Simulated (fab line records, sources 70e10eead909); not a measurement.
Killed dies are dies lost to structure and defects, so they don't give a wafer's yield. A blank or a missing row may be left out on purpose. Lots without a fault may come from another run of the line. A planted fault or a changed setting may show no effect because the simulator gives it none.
Which tool did it? | flow nand_harc | 10 lots, 30 wafers sampled, at 6 steps of a route of 1302

WHAT THE GAUGES READ, wafer by wafer
NHARC_END_SORT_01. Usual: killed_at_array 64, standard deviation 16; killed_at_other 1.0, standard deviation 1.1; killed_at_periphery 3.5, standard deviation 2.3; killed_dies 69, standard deviation 17; killed_open 3.2, standard deviation 1.6; killed_short 2.4, standard deviation 1.6.
lot  | measured     | on        | killed_at_array | killed_at_other | killed_at_periphery | killed_dies | killed_open | killed_short | flag
L541 | day 24 07:14 | prober-01 | 88 73 71        | 0 2 1           | 6 5 6               | 94 80 78    | 3 2 1       | 7 3 2        |
L543 | day 24 23:45 | prober-02 | 46 40 40        | 1 1 1           | 4 1 2               | 51 42 43    | 2 2 0       | 5 2 3        |
L544 | day 25 08:20 | prober-02 | 54 66 51        | 2 0 0           | 4 3 0               | 60 69 51    | 4 6 1       | 2 0 2        |
L548 | day 27 15:21 | prober-02 | 50 51 62        | 0 0 0           | 1 3 2               | 51 54 64    | 4 2 2       | 0 4 3        |
L549 | day 28 16:53 | prober-01 | 64 62 50        | 1 0 3           | 3 2 2               | 68 64 55    | 5 4 4       | 1 2 0        |
L550 | day 28 04:12 | prober-01 | 61 63 58        | 1 2 0           | 5 4 4               | 67 69 62    | 2 0 2       | 3 0 2        |
L554 | day 30 04:50 | prober-02 | 79 88 68        | 1 0 1           | 0 2 3               | 80 90 72    | 1 5 2       | 1 1 3        |
L555 | day 30 12:36 | prober-02 | 47 40 48        | 1 0 0           | 9 8 10              | 57 48 58    | 3 4 5       | 2 3 4        |
L561 | day 32 07:51 | prober-02 | 67 84 71        | 0 1 2           | 2 3 6               | 69 88 79    | 2 2 5       | 3 2 1        |
L564 | day 34 03:35 | prober-02 | 54 56 45        | 0 0 0           | 3 4 3               | 57 60 48    | 6 5 6       | 6 3 1        |

WHICH TOOL RAN EACH LOT (tool, then ch and the chambers of the sampled wafers, then the start)
lot  | NHARC_A_CHANNEL_FILL_D2_ALD_03                 | NHARC_A_CHANNEL_FILL_D2_ETCHBACK_19 | NHARC_A_CHANNEL_FILL_D2_STRIP_29              | NHARC_A_CHANNEL_FILL_D2_CVD_09   | NHARC_A_CHANNEL_FILL_D2_CMP_10
L541 | ald_sin_batch-01 ch 0, day 14 13:38 or earlier | rie_si-05 ch 2,3, day 14 13:38      | rie_diel-09 ch 0,2, day 15 10:08 or earlier   | lpcvd_poly-03 ch 0, day 15 10:08 | cmp-03 ch 0,1,2, day 15 13:17
L543 | ald_sin_batch-01 ch 0, day 15 10:44 or earlier | rie_si-02 ch 0,2, day 15 10:44      | rie_diel-09 ch 0,1,3, day 16 06:53 or earlier | lpcvd_poly-03 ch 0, day 16 06:53 | cmp-01 ch 1,2, day 16 10:05
L544 | ald_sin_batch-01 ch 0, day 15 10:46 or earlier | rie_si-05 ch 0,2,3, day 15 10:46    | rie_diel-13 ch 0,1, day 16 06:53 or earlier   | lpcvd_poly-03 ch 0, day 16 06:53 | cmp-02 ch 2,3, day 16 10:06
L548 | ald_sin_batch-02 ch 0, day 17 14:24 or earlier | rie_si-05 ch 1,2, day 17 14:24      | rie_diel-07 ch 1,2,3, day 18 11:09 or earlier | lpcvd_poly-02 ch 0, day 18 11:09 | cmp-03 ch 2,3, day 18 14:23
L549 | ald_sin_batch-02 ch 0, day 17 14:20 or earlier | rie_si-02 ch 0,1,3, day 17 14:20    | rie_diel-09 ch 0,1,3, day 18 11:09 or earlier | lpcvd_poly-02 ch 0, day 18 11:09 | cmp-01 ch 0,2,3, day 18 14:22
L550 | ald_sin_batch-03 ch 0, day 18 09:25 or earlier | rie_si-05 ch 1,3, day 18 09:25      | rie_diel-09 ch 2,3, day 19 05:35 or earlier   | lpcvd_poly-03 ch 0, day 19 05:35 | cmp-02 ch 1,2, day 19 08:44
L554 | ald_sin_batch-02 ch 0, day 19 23:00 or earlier | rie_si-03 ch 1,2,3, day 19 23:00    | rie_diel-09 ch 1,2,3, day 20 19:17 or earlier | lpcvd_poly-03 ch 0, day 20 19:17 | cmp-02 ch 0,3, day 20 22:28
L555 | ald_sin_batch-01 ch 0, day 20 07:22 or earlier | rie_si-03 ch 0,1,3, day 20 07:22    | rie_diel-13 ch 2,3, day 21 04:44 or earlier   | lpcvd_poly-03 ch 0, day 21 04:44 | cmp-01 ch 0,3, day 21 07:54
L561 | ald_sin_batch-02 ch 0, day 22 16:27 or earlier | rie_si-03 ch 0,1,3, day 22 16:27    | rie_diel-09 ch 1,2,3, day 23 11:02            | lpcvd_poly-03 ch 0, day 23 13:26 | cmp-02 ch 0,1,3, day 23 16:35
L564 | ald_sin_batch-01 ch 0, day 24 06:43 or earlier | rie_si-03 ch 1,3, day 24 06:43      | rie_diel-07 ch 0,2, day 25 02:13 or earlier   | lpcvd_poly-03 ch 0, day 25 02:13 | cmp-02 ch 1,2,3, day 25 05:20
- NHARC_A_CHANNEL_FILL_D2_ALD_03: deposits SiNx, target thk 6 nm, pulse time 60 s, ald cycles 58.
- NHARC_A_CHANNEL_FILL_D2_ETCHBACK_19: etches the open film in HBr/Cl2, target depth 5 nm, time 1.7 s.
- NHARC_A_CHANNEL_FILL_D2_STRIP_29: strips in O2, time 20 s.
- NHARC_A_CHANNEL_FILL_D2_CVD_09: deposits poly-Si, target thk 150 nm, time 3000 s.
- NHARC_A_CHANNEL_FILL_D2_CMP_10: polishes, target thk 150 nm.

WHAT THE TOOLS THEMSELVES READ (means of the sampled wafers that have a number; where no wafer has one, the mark that the record gives instead)
NHARC_A_CHANNEL_FILL_D2_ALD_03. Usual: precursor_pulse_height_rel 0.999, standard deviation 0.02.
lot  | tool             | precursor_pulse_height_rel | flag
L541 | ald_sin_batch-01 | 1.001                      |
L543 | ald_sin_batch-01 | 0.982                      |
L544 | ald_sin_batch-01 | 1.009                      |
L548 | ald_sin_batch-02 | 0.997                      |
L549 | ald_sin_batch-02 | 1.008                      |
L550 | ald_sin_batch-03 | 1.005                      |
L554 | ald_sin_batch-02 | 0.993                      |
L555 | ald_sin_batch-01 | 0.996                      |
L561 | ald_sin_batch-02 | 1.011                      |
L564 | ald_sin_batch-01 | 0.996                      |

NHARC_A_CHANNEL_FILL_D2_ETCHBACK_19. Usual: drypump_motor_current_A 5.9 A, standard deviation 0.46; he_backside_leak_sccm 2.59 sccm, standard deviation 0.28; oes_product_au 0.998 a.u., standard deviation 0.009; throttle_valve_pct 26.406 %, standard deviation 0.0081.
lot  | tool      | drypump_motor_current_A (A) | he_backside_leak_sccm (sccm) | oes_product_au (a.u.) | throttle_valve_pct (%) | flag
L541 | rie_si-05 | 6.0                         | 2.37                         | 0.997                 | 26.407                 |
L543 | rie_si-02 | 5.7                         | 2.47                         | 1.004                 | 26.406                 |
L544 | rie_si-05 | 5.9                         | 2.34                         | 1.002                 | 26.403                 |
L548 | rie_si-05 | 6.4                         | 2.92                         | 1.007                 | 26.408                 |
L549 | rie_si-02 | 5.3                         | 2.55                         | 1.000                 | 26.412                 |
L550 | rie_si-05 | 6.1                         | 2.68                         | 1.002                 | 26.404                 |
L554 | rie_si-03 | 6.1                         | 2.47                         | 0.995                 | 26.400                 |
L555 | rie_si-03 | 5.9                         | 2.60                         | 0.990                 | 26.397                 |
L561 | rie_si-03 | 5.9                         | 2.50                         | 0.995                 | 26.398                 |
L564 | rie_si-03 | 6.1                         | 2.86                         | 0.999                 | 26.400                 |

NHARC_A_CHANNEL_FILL_D2_STRIP_29. Usual: drypump_motor_current_A 5.8 A, standard deviation 0.36; oes_product_au 1.002 a.u., standard deviation 0.011; rf_vpp_V 57.8 V, standard deviation 0.9; showerhead_plenum_p_Torr 3.55 Torr, standard deviation 0.17; throttle_valve_pct 17.036 %, standard deviation 0.0093.
lot  | tool        | drypump_motor_current_A (A) | oes_product_au (a.u.) | rf_vpp_V (V) | showerhead_plenum_p_Torr (Torr) | throttle_valve_pct (%) | flag
L541 | rie_diel-09 | 6.0                         | 1.016                 | 57.4         | 3.39                            | 17.038                 |
L543 | rie_diel-09 | 5.9                         | 1.012                 | 57.0         | 3.42                            | 17.037                 |
L544 | rie_diel-13 | 5.2                         | 1.013                 | 58.3         | 3.63                            | 17.041                 |
L548 | rie_diel-07 | 6.1                         | 1.006                 | 58.8         | 3.70                            | 17.036                 |
L549 | rie_diel-09 | 5.9                         | 1.008                 | 57.6         | 3.42                            | 17.033                 |
L550 | rie_diel-09 | 5.9                         | 0.997                 | 57.6         | 3.38                            | 17.040                 |
L554 | rie_diel-09 | 5.9                         | 0.994                 | 57.0         | 3.43                            | 17.034                 |
L555 | rie_diel-13 | 5.7                         | 0.989                 | 58.4         | 3.62                            | 17.028                 |
L561 | rie_diel-09 | 5.9                         | 1.012                 | 58.5         | 3.43                            | 17.028                 |
L564 | rie_diel-07 | 6.1                         | 1.003                 | 58.2         | 3.70                            | 17.036                 |

NHARC_A_CHANNEL_FILL_D2_CVD_09. Usual: spike_tc_bottom_C 639.7 C, standard deviation 1.2; spike_tc_centre_C 620.2 C, standard deviation 1.1; spike_tc_lower_C 619.8 C, standard deviation 1.5; spike_tc_top_C 636.4 C, standard deviation 2.7; spike_tc_upper_C 618.1 C, standard deviation 1.6; tube_center_temp_C 620.00 C, standard deviation 0.064; zone_power_centre_pct 9.1 %, standard deviation 0.48; zone_power_top_pct 19.4 %, standard deviation 0.76; zone_power_upper_pct 8.93 %, standard deviation 0.25.
lot  | tool          | spike_tc_bottom_C (C) | spike_tc_centre_C (C) | spike_tc_lower_C (C) | spike_tc_top_C (C) | spike_tc_upper_C (C) | tube_center_temp_C (C) | zone_power_centre_pct (%) | zone_power_top_pct (%) | zone_power_upper_pct (%) | flag
L541 | lpcvd_poly-03 | 639.3                 | 620.3                 | 619.5                | 634.5              | 616.3                | 619.97                 | 8.8                       | 19.3                   | 9.08                     |
L543 | lpcvd_poly-03 | 640.0                 | 620.5                 | 619.0                | 635.5              | 618.4                | 619.97                 | 8.8                       | 19.1                   | 8.96                     |
L544 | lpcvd_poly-03 | 638.6                 | 620.5                 | 619.5                | 634.6              | 617.2                | 619.96                 | 8.8                       | 19.0                   | 8.99                     |
L548 | lpcvd_poly-02 | 640.9                 | 619.9                 | 622.1                | 641.0              | 620.3                | 620.02                 | 9.7                       | 20.7                   | 9.07                     |
L549 | lpcvd_poly-02 | 641.3                 | 619.3                 | 620.9                | 641.1              | 619.9                | 620.00                 | 9.6                       | 20.7                   | 9.03                     |
L550 | lpcvd_poly-03 | 639.3                 | 620.5                 | 618.6                | 634.6              | 617.0                | 619.99                 | 8.8                       | 19.4                   | 8.93                     |
L554 | lpcvd_poly-03 | 640.0                 | 619.7                 | 619.3                | 634.7              | 616.9                | 619.95                 | 8.8                       | 19.2                   | 9.03                     |
L555 | lpcvd_poly-03 | 639.5                 | 620.8                 | 618.7                | 635.0              | 616.5                | 619.96                 | 8.8                       | 19.2                   | 9.00                     |
L561 | lpcvd_poly-03 | 587.2                 | 568.2                 | 566.3                | 583.7              | 563.6                | 567.38                 | 7.5                       | 16.9                   | 7.64                     | OFF
L564 | lpcvd_poly-03 | 587.8                 | 566.7                 | 566.5                | 584.9              | 563.9                | 567.29                 | 7.5                       | 17.1                   | 7.83                     | OFF

NHARC_A_CHANNEL_FILL_D2_CMP_10. Usual: edge_zone_pressure_frac 1.000, standard deviation 0.0049; motor_current_A 12.1 A, standard deviation 1; slurry_flow_ml_min 149.9, standard deviation 0.47; time_to_endpoint_s 15.8 s, standard deviation 2.1.
lot  | tool   | edge_zone_pressure_frac | motor_current_A (A) | slurry_flow_ml_min | time_to_endpoint_s (s) | flag
L541 | cmp-03 | 1.003                   | 11.5                | 150.3              | 16.4                   |
L543 | cmp-01 | 0.995                   | 12.8                | 150.4              | 14.7                   |
L544 | cmp-02 | 1.002                   | 12.4                | 150.4              | 15.1                   |
L548 | cmp-03 | 1.002                   | 11.9                | 150.0              | 18.0                   |
L549 | cmp-01 | 1.001                   | 12.3                | 149.5              | 15.6                   |
L550 | cmp-02 | 1.001                   | 11.6                | 150.1              | 14.7                   |
L554 | cmp-02 | 1.003                   | 11.4                | 149.8              | 14.2                   |
L555 | cmp-01 | 1.001                   | 11.3                | 149.9              | 15.0                   |
L561 | cmp-02 | 1.002                   | 10.9                | 150.0              | 2.2                    | OFF
L564 | cmp-02 | 1.001                   | 12.1                | 149.8              | 3.4                    | OFF

THE ANSWER, worked out from the rows above alone
Rule: a lot is off if the mean of its wafers that have a number lies more than 3 standard deviations from the usual mean. A lot without any number at a reading at which 4 lots or more have one is off too. The other lots that the step has rows for count as sound. The gauges are gone through in route order, then the tools' own readings, and for those a lot's mean is taken as printed above. The first step at which some lot is off is used, and at that step the reading that is off furthest; a lot without a number counts as furthest.
Off: L561, L564, at NHARC_A_CHANNEL_FILL_D2_CVD_09 (tube_center_temp_C).
A tool fits if, at that step or a process step before it, it ran every lot that is off, and no sound lot after the first of them. NHARC_A_CHANNEL_FILL_D2_ALD_03 gives no start for some lots, so the hours and the order of its lots are those of NHARC_A_CHANNEL_FILL_D2_ETCHBACK_19. NHARC_A_CHANNEL_FILL_D2_STRIP_29 gives no start for some lots, so the hours and the order of its lots are those of NHARC_A_CHANNEL_FILL_D2_CVD_09. Can't be told from this: 2 tools fit, rie_si-03 at NHARC_A_CHANNEL_FILL_D2_ETCHBACK_19, lpcvd_poly-03 at NHARC_A_CHANNEL_FILL_D2_CVD_09.

WHAT THE SIMULATOR HAD PUT IN
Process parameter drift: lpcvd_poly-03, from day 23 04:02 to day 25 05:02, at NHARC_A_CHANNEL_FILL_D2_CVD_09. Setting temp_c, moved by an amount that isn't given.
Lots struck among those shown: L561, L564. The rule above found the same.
